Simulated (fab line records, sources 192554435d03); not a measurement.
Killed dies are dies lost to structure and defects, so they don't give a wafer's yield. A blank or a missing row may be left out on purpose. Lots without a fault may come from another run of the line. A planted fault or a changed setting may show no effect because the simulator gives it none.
Problem report in the 8D (eight disciplines) form, filled by code | flow n5_finfet | the parts of the form that need people (team, actions taken, sign-off) are left out

1. THE PROBLEM
spin_speed_rpm at N5_BEOL_M14_COAT_65 reads a mean of 1466.2 rpm on 6 wafers of 2 lots; wafers without a fault read 1500.0 rpm with a standard deviation of 1.1. That is -31 standard deviations from the usual mean.
The step: time 60 s, resist thk 450 nm.
First seen on wafer L370.4, day 15 03:28, on litho_track-04. The record holds 18 wafers of 6 lots with a number at this step. Rule for "out", or "out of limits": more than 4 standard deviations from the usual mean. The other wafers with a number count as sound.

2. WHAT IT IS AND WHAT IT IS NOT
question                    | is                     | is not
which readings at this step | spin_speed_rpm         | -
which lots                  | L370, L371             | L355, L359, L373, L374
which wafers of those lots  | all that have a number | -
read on which tools         | litho_track-04         | litho_track-03, litho_track-05
when                        | from day 15 03:28      | up to then (6 sound wafers); but 6 sound wafers of L373, L374 came after

3. SUSPECTS, AND WHAT RULES EACH OUT
Counting: a tool at a process step up to the reading stays a suspect if it ran every lot that is out and no sound lot after the first of them.
- rie_diel-03 at N5_BEOL_M14_DESCUM_15 (chemistry O2, time 7.9 s): ruled out as a lasting fault. Sound lots L373 ran on it after its first lot that is out, L370 (day 15 02:58).
- rie_diel-03 at N5_BEOL_M14_ETCH_59 (etches BARC in N2/H2, target depth 89 nm, overetch 26.7 nm, time 67.9 s): ruled out as a lasting fault. Sound lots L373 ran on it after its first lot that is out, L370 (day 15 03:00).
- rie_diel-03 at N5_BEOL_M14_VIA_ETCH_16 (etches SiO2 in C4F8/O2/Ar, target depth 1231.3 nm): ruled out as a lasting fault. Sound lots L373 ran on it after its first lot that is out, L370 (day 15 03:03).
- rie_diel-03 at N5_BEOL_M14_STRIP_63 (strips in O2): ruled out as a lasting fault. Sound lots L373 ran on it after its first lot that is out, L370 (day 15 03:26). N5_BEOL_M14_STRIP_63 gives no start for some lots, so the hours and the order of its lots are those of N5_BEOL_M14_CD_MEAS_17.
- rie_diel-03 at N5_BEOL_M14_STRIP_64 (strips in O2): ruled out as a lasting fault. Sound lots L373 ran on it after its first lot that is out, L370 (day 15 03:26). N5_BEOL_M14_STRIP_64 gives no start for some lots, so the hours and the order of its lots are those of N5_BEOL_M14_CD_MEAS_17.
- litho_track-04 at N5_BEOL_M14_COAT_65 (time 60 s, resist thk 450 nm): kept. It ran every lot that is out, first L370 (day 15 03:28), and no sound lot after that; its last sound lot up to then is L359 (day 12 14:52). Its own readings are out on those wafers: spin_speed_rpm.
Left after counting: litho_track-04 at N5_BEOL_M14_COAT_65.

4. THE CAUSE (what the simulator had put in)
Process parameter drift: litho_track-04, from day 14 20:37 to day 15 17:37, at N5_BEOL_M14_COAT_65. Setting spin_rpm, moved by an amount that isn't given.
Counting left only this tool.

5. THE CHAIN OF EFFECTS, in route order
Each row: a reading whose mean over the struck wafers that have a number lies more than 3 standard deviations from the usual. Only readings for which the record gives a usual standard deviation are gone through. hours: the time from each lot's start at the first step in this table that gives one to its start at this step, as a median over the lots. sigmas: the change in usual standard deviations.
hours | step                | reading        | usual      | on struck wafers | change | sigmas
0     | N5_BEOL_M14_COAT_65 | spin_speed_rpm | 1500.0 rpm | 1466.2           | -33.8  | -31
The process steps in it:
- N5_BEOL_M14_COAT_65: time 60 s, resist thk 450 nm.

6. WHAT WOULD HAVE CAUGHT IT SOONER
In this record the first reading out of limits was taken at day 15 03:28, 7 hours after the fault began at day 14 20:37.
